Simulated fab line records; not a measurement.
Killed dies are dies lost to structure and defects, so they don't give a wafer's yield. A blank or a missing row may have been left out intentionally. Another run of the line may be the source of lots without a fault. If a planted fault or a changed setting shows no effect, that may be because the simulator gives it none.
Comparing a struck lot with a sound one    flow nandHarc    13 steps out of a route of 1302
Sound: wafers L637.2, L637.4, L637.5. Wafers L640.1, L640.6 were the ones struck. The cause is named last.
For every step that has rows: the tool of each side, followed by ch and its chambers, followed by its first start. Under that, the readings that differ: sound wafers    struck wafers    difference of the means    sigmas: that difference in standard deviations of wafers without a fault.
alike: readings with means less than 2 such deviations apart, plus words and numbers identical on both sides. not compared: withheld readings, readings lacking a value on some wafer, bounds such as >300 that could conceal the same value, and numbers that have no deviation in the record and whose values overlap.
The two part at a step that has a row with sigmas, a row that says differs or no value, or rows on one side only. Numbers that have no deviation but don't overlap get no sigmas and don't part them. A reading missing from all wafers of one side parts the sides only when that side holds two or more wafers.

NHARC_A_WL_FILL_ALD_02: deposits TiN, target thk 2 nm, pulse time 3 s, ald cycles 100.
  sound on aldMetal-04 ch 0,1,2, day 24 19:31; struck on aldMetal-01 ch 0,1, day 26 13:29
  alike: heaterPowerW, precursorPulseHeightRel
NHARC_A_WL_FILL_CVD_03: deposits W, target thk 40 nm, time 279 s.
  sound on cvdW-02 ch 0,1, day 24 19:55; struck on cvdW-01 ch 0,1, day 26 13:51
  alike: chamberPressureTorr, heaterPowerW, mfcH2Sccm, throttleValvePct
then, 1 step without rows for these wafers: NHARC_A_WL_FILL_ETCHBACK_04 (etches the open film in NF3, target depth 60 nm, time 120 s).
NHARC_A_WL_FILL_ETCHBACK_05: etches the open film in Cl2/BCl3, target depth 22 nm, time 60 s.
  sound on rieMetal-01 ch 0,1, day 24 20:30; struck on rieMetal-03 ch 0,1, day 26 14:29
reading                   sound        struck   difference  sigmas
drypumpMotorCurrentA (A)  5.0 5.7 5.0  5.9 6.2  +0.8        +2
  alike: oesProductAu, runLengthS
  not compared: rfHoursCounterH
NHARC_A_WL_FILL_STRIP_27: strips in N2/H2, time 20 s.
  sound on plasmaAsher-02 ch 0,1, day 24 20:38; struck on plasmaAsher-01 ch 1, day 26 14:37
reading                   sound        struck   difference  sigmas
drypumpMotorCurrentA (A)  5.7 5.0 5.0  6.2 6.2  +1.0        +2
heaterPowerW (W)          343 353 344  266 267  -80         -2
  not compared: rfHoursCounterH
then, 5 steps without rows for these wafers: NHARC_A_WL_FILL_STRIP_28 (strips in post etch residue remover, time 1200 s); NHARC_A_WL_FILL_PRECLEAN_06 (cleans in DIW, time 300 s); NHARC_A_WL_FILL_SRD_07; NHARC_A_WL_FILL_ANNEAL_08 (time 1800 s); NHARC_A_WL_FILL_ALD_10 (deposits SiO2, target thk 50 nm, pulse time 10 s, ald cycles 500).
NHARC_A_WL_FILL_ETCHBACK_16: etches the open film in C4F8/O2/Ar, target depth 120 nm, time 24 s.
  sound on rieDiel-08 ch 2,3, day 25 08:04; struck on rieDiel-05 ch 1, day 26 22:59
reading         sound           struck     difference  sigmas
rfVppV (V)      724 729 729     717 718    -10         -2
runLengthS (s)  44.9 45.3 45.3  29.7 29.5  -15.6       -41
  alike: oesProductAu
  not compared: rfHoursCounterH
NHARC_A_WL_FILL_STRIP_29: strips in O2, time 20 s.
  sound on rieDiel-08 ch 1,2,3, day 25 08:10; struck on rieDiel-05 ch 1,2, day 26 23:05
reading               sound                 struck         difference  sigmas
throttleValvePct (%)  17.035 17.047 17.032  17.015 17.027  -0.017      -2
  alike: drypumpMotorCurrentA, oesProductAu, rfVppV, showerheadPlenumPTorr
  not compared: rfHoursCounterH
-- break in the record here, with 4 days between the starts of the struck wafers on either side (left off in module A_WL_FILL, picked up again in module END, where the first step shown is number 1302 on the route) --
NHARC_END_SORT_01:
  sound on prober-02 ch 0, day 28 23:10; struck on prober-02 ch 0, day 30 18:29
reading        sound     struck   difference  sigmas
killedAtArray  65 54 62  676 674  +615        +51
killedDies     72 57 64  677 677  +613        +51
  alike: killedAtOther, killedAtPeriphery, killedOpen, killedShort

WHERE THEY PART
At NHARC_A_WL_FILL_ETCHBACK_05 first; at NHARC_END_SORT_01 last (within this record only).

WHY: the cause the simulator had injected
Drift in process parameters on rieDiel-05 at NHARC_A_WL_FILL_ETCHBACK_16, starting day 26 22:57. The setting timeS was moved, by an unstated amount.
